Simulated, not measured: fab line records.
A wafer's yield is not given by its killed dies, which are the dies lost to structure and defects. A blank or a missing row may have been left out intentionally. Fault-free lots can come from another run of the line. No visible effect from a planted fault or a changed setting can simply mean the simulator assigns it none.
Which tool did it?	flow n5_finfet	43 wafers from 15 lots sampled at 8 of the route's 1938 steps

## WHAT THE GAUGES READ, wafer by wafer
N5_BEOL_M11_INSPECT_13: inspects for defects (brightfield).
lot	measured	on	raw_defect_count
L427	day 12 04:08	defect_inspect-01	268 334 315
L426	day 13 08:35	defect_inspect-02	383 407 329
L428	day 13 12:35	defect_inspect-01	411 401 381
L429	day 13 22:27	defect_inspect-01	291 421 370
L436	day 15 11:12	defect_inspect-01	449 685 502
L437	day 15 17:31	defect_inspect-01	300 366
L432	day 16 04:41	defect_inspect-01	576 395
L442	day 16 19:36	defect_inspect-02	395 446 420
L440	day 16 20:04	defect_inspect-02	411 275 190
L445	day 17 01:40	defect_inspect-01	531 473 393
L443	day 17 20:09	defect_inspect-02	348 345 364
L446	day 18 00:20	defect_inspect-02	347 337 334
L447	day 18 14:48	defect_inspect-02	367 333 350
L449	day 18 16:10	defect_inspect-02	325 221 331
L448	day 18 23:41	defect_inspect-02	282 367 355

N5_BEOL_M11_OCD_MEAS_38.
lot	measured	on	trench_depth_nm (nm)
L427	day 12 07:41	ocd-02	147.8 147.0 148.3
L426	day 13 10:56	ocd-02	151.8 149.6 151.7
L428	day 13 14:38	ocd-02	145.3 147.3 146.0
L429	day 14 00:47	ocd-02	147.4 146.9 149.9
L436	day 15 14:08	ocd-02	42.9 146.8 147.3
L437	day 15 19:08	ocd-01	148.0 15.1
L432	day 16 06:27	ocd-02	149.4 43.7
L442	day 16 23:37	ocd-02	147.7 146.8 147.4
L440	day 16 23:58	ocd-02	147.7 147.9 148.5
L445	day 17 03:34	ocd-02	147.0 148.9 147.0
L443	day 17 21:46	ocd-01	148.0 149.3 149.7
L446	day 18 03:01	ocd-01	146.8 147.6 146.7
L447	day 18 17:46	ocd-01	147.1 146.9 149.4
L449	day 18 18:14	ocd-02	148.7 144.8 148.5
L448	day 19 03:19	ocd-02	147.7 148.1 147.8

N5_BEOL_M11_THK_MEAS_53: measures by xrf.
lot	measured	on	M11_THK (nm)
L427	day 12 10:07	film_metro-01	135.1 133.8 135.6
L426	day 13 15:16	film_metro-02	137.8 134.7 137.4
L428	day 13 18:49	film_metro-02	131.2 133.5 131.7
L429	day 14 03:33	film_metro-01	135.2 131.6 135.6
L436	day 15 16:50	film_metro-02	- 134.7 135.5
L437	day 15 23:19	film_metro-01	136.4 -
L432	day 16 09:23	film_metro-02	137.2 -
L442	day 17 02:10	film_metro-01	133.4 132.2 134.1
L440	day 17 03:21	film_metro-01	136.8 136.2 135.4
L445	day 17 07:40	film_metro-02	132.9 133.8 132.1
L443	day 18 00:51	film_metro-01	136.8 136.4 135.8
L446	day 18 05:21	film_metro-02	132.0 134.2 132.9
L447	day 18 20:28	film_metro-01	136.0 134.8 139.0
L449	day 18 20:59	film_metro-02	134.6 130.6 133.1
L448	day 19 06:36	film_metro-01	136.6 135.4 135.4

N5_BEOL_M11_RS_MEAS_57: the measuring method here is four-point-probe.
lot	measured	on	M11_RS (ohm/sq)
L427	day 12 10:14	film_metro-01	0.1527 0.1549 0.1523
L426	day 13 15:23	film_metro-02	0.1471 0.1515 0.1484
L428	day 13 18:56	film_metro-01	0.1552 0.1524 0.1544
L429	day 14 03:40	film_metro-02	0.1512 0.1550 0.1499
L436	day 15 16:58	film_metro-02	- 0.1517 0.1504
L437	day 15 23:27	film_metro-02	0.1501 -
L432	day 16 09:32	film_metro-02	0.1484 -
L442	day 17 02:19	film_metro-01	0.1525 0.1536 0.1511
L440	day 17 03:29	film_metro-02	0.1501 0.1506 0.1513
L445	day 17 07:47	film_metro-01	0.1519 0.1513 0.1529
L443	day 18 00:59	film_metro-01	0.1513 0.1509 0.1505
L446	day 18 05:28	film_metro-01	0.1536 0.1509 0.1521
L447	day 18 20:35	film_metro-01	0.1521 0.1535 0.1495
L449	day 18 21:06	film_metro-02	0.1500 0.1560 0.1519
L448	day 19 06:43	film_metro-01	0.1519 0.1531 0.1522

## TOOL THAT RAN EACH LOT (tool first, then ch and the chambers of the sampled wafers, then the start)
lot	N5_BEOL_M11_STRIP_67	N5_BEOL_M11_HM_OPEN_17	N5_BEOL_M11_ETCH_65	N5_BEOL_M11_VIA_ETCH_34
L427	rie_diel-05 ch 0,1, day 12 04:24	rie_metal-01 ch 0,1, day 12 04:26	rie_diel-05 ch 0,2,3, day 12 07:14	rie_diel-05 ch 0,2,3, day 12 07:24
L426	rie_diel-05 ch 2,3, day 13 09:13	rie_metal-01 ch 0,1, day 13 09:16	rie_diel-02 ch 2,3, day 13 10:29	rie_diel-02 ch 2,3, day 13 10:40
L428	rie_diel-05 ch 0,1,2, day 13 12:52	rie_metal-02 ch 0,1, day 13 12:54	rie_diel-06 ch 0,2,3, day 13 14:11	rie_diel-06 ch 0,2,3, day 13 14:21
L429	rie_diel-05 ch 0,1,3, day 13 22:43	rie_metal-02 ch 0,1, day 13 22:45	rie_diel-05 ch 2,3, day 14 00:19	rie_diel-05 ch 2,3, day 14 00:29
L436	rie_diel-02 ch 0,2,3, day 15 11:35	rie_metal-02 ch 0,1, day 15 11:37	rie_diel-05 ch 0,2,3, day 15 13:41	rie_diel-05 ch 0,2,3, day 15 13:52
L437	rie_diel-06 ch 0,3, day 15 17:47	rie_metal-02 ch 0,1, day 15 17:53	rie_diel-05 ch 0,3, day 15 18:42	rie_diel-05 ch 0,3, day 15 18:53
L432	rie_diel-05 ch 0,2, day 16 04:57	rie_metal-02 ch 1, day 16 05:01	rie_diel-05 ch 1,3, day 16 05:59	rie_diel-05 ch 1,3, day 16 06:10
L442	rie_diel-02 ch 0,2,3, day 16 20:17	rie_metal-01 ch 0,1, day 16 20:19	rie_diel-02 ch 0,2, day 16 23:10	rie_diel-02 ch 0,2, day 16 23:20
L440	rie_diel-06 ch 0,1,2, day 16 20:28	rie_metal-01 ch 0,1, day 16 20:34	rie_diel-05 ch 0,1,3, day 16 23:29	rie_diel-05 ch 0,1,3, day 16 23:40
L445	rie_diel-02 ch 2,3, day 17 02:13	rie_metal-03 ch 0,1, day 17 02:15	rie_diel-05 ch 0,1,3, day 17 03:07	rie_diel-05 ch 0,1,3, day 17 03:17
L443	rie_diel-02 ch 0,2, day 17 20:29	rie_metal-01 ch 0,1, day 17 20:31	rie_diel-06 ch 1,2,3, day 17 21:19	rie_diel-06 ch 1,2,3, day 17 21:29
L446	rie_diel-06 ch 1,2,3, day 18 00:36	rie_metal-01 ch 0, day 18 00:38	rie_diel-05 ch 1,2, day 18 02:33	rie_diel-05 ch 1,2, day 18 02:44
L447	rie_diel-06 ch 1,2, day 18 15:20	rie_metal-03 ch 0,1, day 18 15:23	rie_diel-02 ch 0,3, day 18 17:19	rie_diel-02 ch 0,3, day 18 17:29
L449	rie_diel-02 ch 0,1,3, day 18 16:26	rie_metal-02 ch 0,1, day 18 16:29	rie_diel-02 ch 0,1,2, day 18 17:47	rie_diel-02 ch 0,1,2, day 18 17:57
L448	rie_diel-05 ch 0,2,3, day 18 23:57	rie_metal-03 ch 0,1, day 19 00:00	rie_diel-05 ch 0,1,3, day 19 02:52	rie_diel-05 ch 0,1,3, day 19 03:02
- N5_BEOL_M11_STRIP_67: strips in CF4.
- N5_BEOL_M11_HM_OPEN_17: chemistry Cl2/BCl3, target TiN, target depth 20 nm, overetch 6 nm.
- N5_BEOL_M11_ETCH_65: etches SiARC in CF4, target depth 39 nm, time 65 s.
- N5_BEOL_M11_VIA_ETCH_34: etches SiCOH lowk in C4F6/O2, target depth 184.5 nm, time 69.2 s.

## AS READ BY THE TOOLS THEMSELVES (means over the sampled wafers that have a number; for cases with no such wafer, the mark the record gives instead)
N5_BEOL_M11_STRIP_67.
lot	tool	chamber_pressure_mTorr (mTorr)	drypump_motor_current_A (A)	oes_product_au (a.u.)	rf_vpp_V (V)	showerhead_plenum_p_Torr (Torr)	throttle_valve_pct (%)
L427	rie_diel-05	50.05	5.6	0.80	271.4	1.79	13.56
L426	rie_diel-05	49.99	5.5	0.86	270.9	1.79	13.72
L428	rie_diel-05	50.03	5.5	0.79	269.3	1.76	13.73
L429	rie_diel-05	50.02	5.6	0.84	271.9	1.79	13.55
L436	rie_diel-02	50.02	5.4	0.74	271.1	1.79	13.53
L437	rie_diel-06	49.98	5.8	0.84	270.1	1.73	13.73
L432	rie_diel-05	50.05	5.6	0.80	268.6	1.73	13.82
L442	rie_diel-02	50.03	5.4	0.73	270.6	1.79	13.55
L440	rie_diel-06	50.03	5.9	0.81	271.3	1.78	13.58
L445	rie_diel-02	50.04	5.5	0.74	269.1	1.72	13.58
L443	rie_diel-02	49.98	5.8	0.71	272.5	1.85	13.50
L446	rie_diel-06	49.97	5.8	0.87	271.0	1.80	13.49
L447	rie_diel-06	50.00	5.9	0.85	271.3	1.85	13.34
L449	rie_diel-02	50.02	5.4	0.76	270.4	1.77	13.59
L448	rie_diel-05	50.01	5.6	0.81	270.3	1.76	13.79

N5_BEOL_M11_HM_OPEN_17.
lot	tool	bcl3_flow_sccm (sccm)	bias_w (W)	chamber_pressure_mTorr (mTorr)	drypump_motor_current_A (A)	oes_ar_750_au (a.u.)	oes_product_au (a.u.)	rf_fwd_power_W (W)	throttle_valve_pct (%)
L427	rie_metal-01	21.64	126.4	9.992	5.5	0.74	0.63	997	22.08
L426	rie_metal-01	21.71	125.7	9.999	5.5	0.73	0.61	994	22.10
L428	rie_metal-02	21.77	125.6	9.999	6.2	0.76	0.64	991	21.93
L429	rie_metal-02	21.75	126.3	10.006	6.2	0.75	0.63	995	21.92
L436	rie_metal-02	21.77	125.9	9.998	6.2	0.74	0.61	994	21.99
L437	rie_metal-02	21.84	126.0	10.003	6.2	0.75	0.59	993	22.01
L432	rie_metal-02	21.83	126.0	10.006	6.2	0.76	0.60	992	21.98
L442	rie_metal-01	21.73	126.1	10.005	5.4	0.91	0.77	998	21.97
L440	rie_metal-01	21.77	126.0	10.001	5.8	0.88	0.74	995	21.95
L445	rie_metal-03	21.73	126.1	9.997	5.3	0.84	0.71	991	22.18
L443	rie_metal-01	21.78	126.1	9.997	5.8	0.86	0.73	994	21.96
L446	rie_metal-01	21.74	125.9	10.004	6.1	0.83	0.70	995	21.96
L447	rie_metal-03	21.76	125.9	10.001	5.1	0.83	0.71	993	21.93
L449	rie_metal-02	21.73	125.7	9.996	6.2	0.73	0.62	992	21.95
L448	rie_metal-03	21.78	125.5	10.005	5.1	0.82	0.70	991	21.95

N5_BEOL_M11_ETCH_65.
lot	tool	bias_w (W)	chamber_pressure_mTorr (mTorr)	drypump_motor_current_A (A)	etch_rf_on_time_s (s)	oes_product_au (a.u.)	rf_fwd_power_W (W)	rf_vpp_V (V)	showerhead_plenum_p_Torr (Torr)	throttle_valve_pct (%)
L427	rie_diel-05	35.93	40.01	5.6	65.7	0.74	540	183.7	2.12	15.76
L426	rie_diel-02	35.98	39.95	5.8	64.2	0.64	533	183.6	2.14	15.46
L428	rie_diel-06	36.04	39.98	5.9	65.9	0.58	537	183.0	2.06	15.90
L429	rie_diel-05	36.08	39.98	5.4	65.3	0.68	536	183.6	2.09	15.95
L436	rie_diel-05	36.15	40.01	5.6	65.4	0.71	536	182.8	2.11	15.79
L437	rie_diel-05	36.05	40.00	5.8	65.4	0.76	540	184.1	2.14	15.62
L432	rie_diel-05	36.02	40.00	5.6	65.2	0.68	538	184.5	2.16	15.66
L442	rie_diel-02	36.04	40.00	5.4	65.2	0.61	539	184.8	2.21	15.52
L440	rie_diel-05	36.08	39.94	5.6	65.3	0.70	540	184.4	2.13	15.66
L445	rie_diel-05	36.03	40.01	5.6	65.4	0.69	537	183.9	2.13	15.65
L443	rie_diel-06	35.91	40.00	5.8	65.0	0.75	540	184.9	2.15	15.54
L446	rie_diel-05	36.05	39.98	5.2	66.0	0.59	538	182.2	2.07	16.01
L447	rie_diel-02	35.98	40.02	5.1	64.4	0.62	534	184.1	2.12	15.63
L449	rie_diel-02	36.05	40.01	5.7	65.1	0.64	537	184.5	2.20	15.52
L448	rie_diel-05	36.00	40.01	5.6	64.8	0.68	540	184.1	2.13	15.68

N5_BEOL_M11_VIA_ETCH_34.
lot	tool	bias_w (W)	chamber_pressure_mTorr (mTorr)	drypump_motor_current_A (A)	oes_ar_750_au (a.u.)	oes_product_au (a.u.)	rf_fwd_power_W (W)	rf_vpp_V (V)	showerhead_plenum_p_Torr (Torr)	throttle_valve_pct (%)
L427	rie_diel-05	185.0	29.983	5.6	0.87	0.88	342.2	668	2.81	21.14
L426	rie_diel-02	185.2	30.025	5.8	0.74	0.75	340.0	670	2.84	20.72
L428	rie_diel-06	185.0	29.982	5.9	0.68	0.68	342.1	665	2.74	21.16
L429	rie_diel-05	185.1	29.998	5.4	0.79	0.79	340.2	661	2.78	21.30
L436	rie_diel-05	185.4	29.994	5.6	0.84	0.71	341.5	667	2.80	21.12
L437	rie_diel-05	185.1	30.000	5.8	0.89	0.64	343.1	671	2.85	20.95
L432	rie_diel-05	184.7	29.992	5.6	0.79	0.65	343.6	662	2.85	20.88
L442	rie_diel-02	184.7	30.013	5.4	0.72	0.71	342.4	678	2.93	20.73
L440	rie_diel-05	184.7	30.020	5.7	0.82	0.81	343.0	667	2.83	20.96
L445	rie_diel-05	184.9	30.009	5.6	0.82	0.81	342.6	666	2.83	20.96
L443	rie_diel-06	185.4	30.007	5.8	0.87	0.88	342.9	665	2.86	20.89
L446	rie_diel-05	185.4	30.017	5.2	0.71	0.70	341.4	657	2.74	21.26
L447	rie_diel-02	185.1	29.998	5.1	0.72	0.71	339.6	669	2.82	20.85
L449	rie_diel-02	185.0	29.979	5.7	0.75	0.75	341.7	673	2.92	20.78
L448	rie_diel-05	185.5	30.011	5.6	0.80	0.80	342.4	667	2.83	20.99

## THE ANSWER, worked out from the rows above alone
Rule: what is usual is taken from the lots themselves. Put in order of their means at a reading, lots are off if they are a third of the lots or fewer, leave a main group of 4 or more, and stand apart from it by a gap of 3 or more times the standard deviation of the main group's means; of several such gaps the widest counts. Not used: any main group whose means are identical at the precision the tables above print for the reading. Also off: a lot with no number at a reading for which 4 or more lots have one. Any other lot the step has rows for is counted as sound. The gauges are gone through in route order, then the tools' own readings, and for those a lot's mean is taken as printed above. At the first step where some lot is off, the reading lying furthest off is the one used; lots without a number count as furthest.
Off: L436, L437, L432, at N5_BEOL_M11_OCD_MEAS_38 (trench_depth_nm). For the main group the mean is 147.9 nm and the standard deviation 1.1.
If a tool, at a process step before that reading, ran all the lots that are off and no sound lot after the first of them, it fits. The gauges at N5_BEOL_M11_OCD_MEAS_38 are tried like those tools. Not one of the candidates tried fits.

## WHAT THE SIMULATOR PUT IN
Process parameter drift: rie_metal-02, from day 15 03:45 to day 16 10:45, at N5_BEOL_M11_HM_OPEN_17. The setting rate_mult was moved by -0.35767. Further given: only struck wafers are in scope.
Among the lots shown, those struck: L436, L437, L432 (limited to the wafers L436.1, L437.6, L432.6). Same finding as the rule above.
